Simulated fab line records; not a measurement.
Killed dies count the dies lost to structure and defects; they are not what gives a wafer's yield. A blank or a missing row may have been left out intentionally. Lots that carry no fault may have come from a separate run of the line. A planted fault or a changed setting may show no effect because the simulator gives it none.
fab line records ; flow n5_finfet ; part 2 of 2: steps 5 to 6 of 6
record lots=24; wafers=72; last_day=18
route steps=1938 shown BEOL_M9@1404
lots that met no fault: taken from a fault-free run of the same line
start_h: hours from the record's opening day to when the first of the lot's shown wafers began ; wait_h: hours from the lot's prior step to this one ; " identical to the entry in the row above ; L1.1+2: a single row standing in for several wafers ; - no value present, or no start provided ; * or withheld: withheld ; < > ~ a bound
route shown NAME@n: names a module that has steps shown in the file, with the first one's number in the route ; usual: mean and standard deviation over wafers with no fault ; same: alike in all rows ; chamber/n: place in a boat ; sites: each site's reading ; _std_site: the standard deviation of these ; _edge_site: inner sites' mean taken away from outer sites' mean ; radius_mm: how far each site lies from the wafer's centre ; mask NAME#n: copy n ; behind: the last tool/chamber to shape the wafer ; hold: cause of the lot's hold/its duration in hours/its outcome ; device: the transistor (n, p or np) that didn't switch ; end of line: the route-end tests of the same wafers ; a step given without rows: its recipe and nothing more ; killed: count of dies lost to structure and defects at first sort (not the wafer's yield) ; map: dies across one wafer; x = killed, . = not, _ = none there
set.NAME: the setting the step ran with; set.NAME@STEP: the setting that earlier step ran with ; model.NAME: the simulator's own value behind a step, which no gauge read
one table for each step of the route and one row for each wafer, over a sample of lots
services: when a tool's chamber went out of use (start_h, in hours from the record's first day, below 0 if earlier), for how many hours, and the reason
## steps
# step N5_BEOL_M9_OVL_MEAS_29
# recipe points_per_wafer=522
# usual V8_OVL=0.3/0.67
lot.wafer;tool;chamber;start_h;wait_h;V8_OVL[nm]
L074.1;overlay-02;0;201.72;0.0;0.0
L074.2;overlay-02;0;201.72;0.0;1.0
L074.5;overlay-02;0;201.72;0.0;0.2
L075.3;overlay-02;0;207.76;0.0;-0.5
L075.4;overlay-02;0;207.76;0.0;-0.7
L075.5;overlay-02;0;207.76;0.0;0.1
L076.1;overlay-02;0;216.80;0.0;1.5
L076.2;overlay-02;0;216.80;0.0;1.9
L076.3;overlay-02;0;216.80;0.0;0.6
L077.3;overlay-02;0;218.56;0.0;0.4
L077.4;overlay-02;0;218.56;0.0;1.5
L077.5;overlay-02;0;218.56;0.0;1.3
L078.1;overlay-02;0;237.04;0.0;0.8
L078.3;overlay-02;0;237.04;0.0;0.4
L078.4;overlay-02;0;237.04;0.0;0.6
L079.2;overlay-01;0;237.52;0.0;1.4
L079.3;overlay-01;0;237.52;0.0;-0.3
L079.4;overlay-01;0;237.52;0.0;0.6
L080.2;overlay-02;0;249.30;0.0;-0.5
L080.3;overlay-02;0;249.30;0.0;-0.2
L080.4;overlay-02;0;249.30;0.0;-0.6
L081.1;overlay-01;0;255.95;0.0;0.4
L081.3;overlay-01;0;255.95;0.0;0.8
L081.6;overlay-01;0;255.95;0.0;0.4
L082.1;overlay-02;0;260.09;0.0;0.6
L082.3;overlay-02;0;260.09;0.0;-0.5
L082.4;overlay-02;0;260.09;0.0;-0.2
L083.2;overlay-02;0;266.99;0.0;0.6
L083.3;overlay-02;0;266.99;0.0;1.0
L083.6;overlay-02;0;266.99;0.0;1.1
L084.3;overlay-01;0;273.64;0.0;-0.1
L084.5;overlay-01;0;273.64;0.0;0.4
L084.6;overlay-01;0;273.64;0.0;-0.6
L085.1;overlay-01;0;273.93;0.0;0.7
L085.2;overlay-01;0;273.93;0.0;0.5
L085.6;overlay-01;0;273.93;0.0;0.3
L086.3;overlay-01;0;292.31;0.0;-0.2
L086.4;overlay-01;0;292.31;0.0;-0.3
L086.5;overlay-01;0;292.31;0.0;0.6
L088.1;overlay-01;0;302.36;0.0;0.3
L088.2;overlay-01;0;302.36;0.0;-0.2
L088.5;overlay-01;0;302.36;0.0;0.4
L087.3;overlay-01;0;305.09;0.0;0.3
L087.4;overlay-01;0;305.09;0.0;0.2
L087.5;overlay-01;0;305.09;0.0;-0.4
L090.4;overlay-02;0;312.22;0.0;0.1
L090.5;overlay-02;0;312.22;0.0;-0.8
L090.6;overlay-02;0;312.22;0.0;-0.8
L089.2;overlay-01;0;315.47;0.0;-0.9
L089.5;overlay-01;0;315.47;0.0;-0.2
L089.6;overlay-01;0;315.47;0.0;-0.4
L092.1;overlay-01;0;327.47;0.0;0.4
L092.2;overlay-01;0;327.47;0.0;-0.1
L092.5;overlay-01;0;327.47;0.0;0.3
L091.1;overlay-01;0;327.83;0.0;0.7
L091.3;overlay-01;0;327.83;0.0;1.3
L091.6;overlay-01;0;327.83;0.0;0.7
L095.4;overlay-02;0;331.29;0.0;-0.6
L095.5;overlay-02;0;331.29;0.0;-0.3
L095.6;overlay-02;0;331.29;0.0;0.1
L094.2;overlay-01;0;331.44;0.0;0.6
L094.3;overlay-01;0;331.44;0.0;1.0
L094.4;overlay-01;0;331.44;0.0;1.2
L093.1;overlay-01;0;342.31;0.0;0.3
L093.4;overlay-01;0;342.31;0.0;0.4
L093.5;overlay-01;0;342.31;0.0;0.7
L096.1;overlay-02;0;357.30;0.0;-0.6
L096.3;overlay-02;0;357.30;0.0;0.1
L096.5;overlay-02;0;357.30;0.0;0.0
L097.2;overlay-01;0;369.44;0.0;0.6
L097.4;overlay-01;0;369.44;0.0;0.3
L097.5;overlay-01;0;369.44;0.0;0.9
# step N5_BEOL_M9_STRIP_36
# recipe chemistry=N2/H2; power_w=450; temp_c=40; pressure_mtorr=20; rf_frequency_hz=6e+07; overash_fraction=0.3; bias_power_w=7; h2_frac=0.5; n2_flow_sccm=200; h2_flow_sccm=200
# usual bias_power_w=7.001/0.022; drypump_motor_current_A=5.9/0.49; oes_product_au=0.73/0.076; rf_vpp_V=59.4/1.5; showerhead_plenum_p_Torr=2.57/0.082; throttle_valve_pct=23.8/0.36
lot.wafer;tool;chamber;start_h;wait_h;bias_power_w;drypump_motor_current_A;oes_product_au;rf_hours_counter_h;rf_vpp_V;showerhead_plenum_p_Torr;throttle_valve_pct
L074.1;rie_diel-03;3;202.06;0.0;6.980;5.9;0.67;230;59.7;2.64;24.6
L074.2;rie_diel-03;2;202.06;0.0;7.002;5.6;0.78;115;57.7;2.57;24.0
L074.5;rie_diel-03;1;202.06;0.0;6.997;6.4;0.69;-;58.6;2.64;24.0
L075.3;rie_diel-06;3;208.10;0.0;7.037;5.2;0.74;211;58.9;2.40;23.5
L075.4;rie_diel-06;1;208.10;0.0;6.938;5.7;0.68;211;62.0;2.61;23.4
L075.5;rie_diel-06;1;208.10;0.0;6.965;5.7;0.69;-;63.5;2.61;23.3
L076.1;rie_diel-03;0;217.29;0.0;6.970;5.9;0.72;200;58.9;2.64;24.1
L076.2;rie_diel-03;2;217.29;0.0;7.011;5.6;0.75;120;57.9;2.57;24.0
L076.3;rie_diel-03;1;217.29;0.0;7.001;6.4;0.68;243;59.8;2.63;24.0
L077.3;rie_diel-06;0;218.89;0.0;6.986;5.7;0.69;208;59.8;2.62;23.6
L077.4;rie_diel-06;2;218.89;0.0;7.019;6.7;0.78;144;60.4;2.44;23.8
L077.5;rie_diel-06;3;218.89;0.0;6.991;5.2;0.72;-;58.9;2.40;23.5
L078.1;rie_diel-03;0;237.38;0.0;7.021;5.9;0.70;205;58.8;2.64;24.1
L078.3;rie_diel-03;1;237.38;0.0;7.042;6.4;0.66;248;57.9;2.63;24.0
L078.4;rie_diel-03;2;237.38;0.0;6.980;5.7;0.75;125;58.3;2.56;24.0
L079.2;rie_diel-05;1;237.85;0.0;6.997;5.1;0.69;205;61.7;2.64;24.1
L079.3;rie_diel-05;3;237.85;0.0;7.008;6.1;0.64;239;57.8;2.51;24.0
L079.4;rie_diel-05;2;237.85;0.0;7.009;6.3;0.71;218;59.0;2.63;23.9
L080.2;rie_diel-06;2;250.47;0.0;6.991;6.7;0.78;154;58.3;2.44;23.8
L080.3;rie_diel-06;0;250.47;0.0;7.015;5.7;0.68;219;62.9;2.62;23.6
L080.4;rie_diel-06;1;250.47;0.0;6.983;5.7;0.69;225;60.8;2.60;23.4
L081.1;rie_diel-06;2;256.76;0.0;7.008;6.7;0.76;158;57.5;2.44;23.8
L081.3;rie_diel-06;0;256.76;0.0;7.006;5.7;0.68;222;57.8;2.61;23.7
L081.6;rie_diel-06;2;256.76;0.0;6.970;6.7;0.77;-;55.9;2.44;23.8
L082.1;rie_diel-03;1;260.46;0.0;7.035;6.5;0.67;251;58.1;2.63;24.0
L082.3;rie_diel-03;0;260.46;0.0;6.999;5.9;0.70;208;58.7;2.64;24.2
L082.4;rie_diel-03;3;260.46;0.0;6.997;5.9;0.67;-;58.5;2.63;24.7
L083.2;rie_diel-05;2;267.32;0.0;7.009;6.4;0.72;228;58.3;2.63;24.0
L083.3;rie_diel-05;3;267.32;0.0;6.986;6.1;0.65;249;58.8;2.50;24.0
L083.6;rie_diel-05;1;267.32;0.0;6.999;5.1;0.68;-;60.7;2.64;24.1
L084.3;rie_diel-05;1;274.12;0.0;6.968;5.1;0.67;218;57.5;2.64;24.1
L084.5;rie_diel-05;1;274.12;0.0;7.003;5.1;0.69;-;59.7;2.64;24.1
L084.6;rie_diel-05;0;274.12;0.0;7.010;5.3;0.75;-;59.3;2.62;23.4
L085.1;rie_diel-06;3;274.28;0.0;7.006;5.1;0.73;235;60.3;2.39;23.5
L085.2;rie_diel-06;1;274.28;0.0;6.968;5.7;0.68;232;60.1;2.60;23.4
L085.6;rie_diel-06;3;274.28;0.0;7.004;5.2;0.71;-;56.4;2.39;23.5
L086.3;rie_diel-03;2;292.88;0.0;6.989;5.7;0.74;134;60.0;2.56;24.0
L086.4;rie_diel-03;0;292.88;0.0;7.018;5.9;0.70;-;58.9;2.63;24.2
L086.5;rie_diel-03;1;292.88;0.0;7.043;6.4;0.65;-;58.3;2.62;24.0
L088.1;rie_diel-03;1;302.86;0.0;7.025;6.4;0.66;264;60.6;2.62;24.0
L088.2;rie_diel-03;0;302.86;0.0;7.022;5.9;0.69;223;59.3;2.63;24.1
L088.5;rie_diel-03;2;302.86;0.0;6.986;5.6;0.74;-;58.2;2.56;24.0
L087.3;rie_diel-05;3;305.41;0.0;6.998;6.0;0.93;6;61.1;2.50;23.6
L087.4;rie_diel-05;1;305.41;0.0;7.001;5.1;0.69;221;61.3;2.64;24.1
L087.5;rie_diel-05;2;305.41;0.0;6.993;6.3;0.69;-;58.7;2.62;23.9
L090.4;rie_diel-06;3;312.54;0.0;7.015;5.2;0.71;247;61.1;2.38;23.5
L090.5;rie_diel-06;0;312.54;0.0;6.983;5.7;0.68;-;59.4;2.61;23.7
L090.6;rie_diel-06;1;312.54;0.0;6.997;5.7;0.67;-;57.5;2.59;23.4
L089.2;rie_diel-06;3;315.80;0.0;7.011;5.2;0.71;248;56.7;2.38;23.6
L089.5;rie_diel-06;0;315.80;0.0;7.011;5.7;0.67;-;59.8;2.61;23.7
L089.6;rie_diel-06;1;315.80;0.0;7.032;5.7;0.68;-;59.4;2.59;23.4
L092.1;rie_diel-05;1;328.03;0.0;7.050;5.1;0.69;227;60.4;2.64;24.1
L092.2;rie_diel-05;2;328.03;0.0;6.959;6.4;0.70;246;59.2;2.62;23.9
L092.5;rie_diel-05;2;328.03;0.0;6.968;6.4;0.70;-;60.2;2.62;23.9
L091.1;rie_diel-06;0;328.16;0.0;7.003;5.7;0.66;244;59.8;2.60;23.7
L091.3;rie_diel-06;2;328.16;0.0;7.007;6.7;0.76;178;59.8;2.43;23.8
L091.6;rie_diel-06;2;328.16;0.0;6.977;6.7;0.76;-;57.7;2.43;23.8
L095.4;rie_diel-06;0;331.75;0.0;7.015;5.7;0.67;-;58.8;2.60;23.7
L095.5;rie_diel-06;0;331.75;0.0;7.022;5.7;0.67;-;58.2;2.60;23.7
L095.6;rie_diel-06;2;331.75;0.0;6.943;6.7;0.76;-;60.1;2.43;23.8
L094.2;rie_diel-05;0;331.97;0.0;7.009;5.3;0.74;200;61.1;2.61;23.4
L094.3;rie_diel-05;2;331.97;0.0;7.018;6.4;0.70;248;59.0;2.62;24.0
L094.4;rie_diel-05;1;331.97;0.0;7.009;5.1;0.67;229;59.5;2.63;24.1
L093.1;rie_diel-03;2;342.64;0.0;7.002;5.7;0.73;152;57.4;2.55;24.1
L093.4;rie_diel-03;1;342.64;0.0;7.034;6.4;0.94;5;60.1;2.62;23.7
L093.5;rie_diel-03;0;342.64;0.0;7.028;5.9;0.68;-;60.2;2.62;24.2
L096.1;rie_diel-06;1;357.79;0.0;6.990;5.7;0.99;0;61.6;2.59;23.0
L096.3;rie_diel-06;3;357.79;0.0;6.950;5.2;0.97;7;61.1;2.70;22.8
L096.5;rie_diel-06;3;357.79;0.0;6.999;5.2;0.96;-;60.4;2.70;22.8
L097.2;rie_diel-03;0;369.77;0.0;7.013;5.9;0.69;248;61.2;2.62;24.2
L097.4;rie_diel-03;3;369.77;0.0;7.014;5.9;0.93;22;61.9;2.62;24.4
L097.5;rie_diel-03;0;369.77;0.0;7.024;5.9;0.68;-;59.1;2.62;24.2
## services
tool;chamber;start_h;hours;kind
rie_diel-06;-;182.23;2.8;pm
rie_metal-01;1;183.54;40.6;repair
pecvd-03;1;184.02;19.0;repair
pecvd-04;-;190.11;0.7;repair
pecvd-04;2;206.38;3.8;repair
pecvd-02;-;222.95;4.3;pm
rie_metal-01;1;224.29;8.2;repair
rie_diel-03;-;242.73;14.6;pm
rie_metal-01;-;246.65;1.1;repair
pecvd-02;-;271.36;6.0;pm
rie_diel-05;1;282.09;17.6;repair
rie_metal-01;1;289.45;1.2;repair
pecvd-03;2;293.08;6.2;repair
rie_diel-05;2;299.70;4.2;repair
rie_diel-05;-;302.74;1.0;repair
pecvd-04;-;308.81;2.8;pm
pecvd-04;-;312.50;1.0;repair
pecvd-02;-;324.30;4.8;repair
rie_diel-06;1;329.32;4.8;repair
rie_metal-03;-;337.92;0.1;repair
rie_diel-05;2;346.06;7.8;repair
rie_diel-03;3;352.59;6.3;repair
pecvd-03;2;354.14;3.8;repair
pecvd-02;-;358.15;0.5;repair
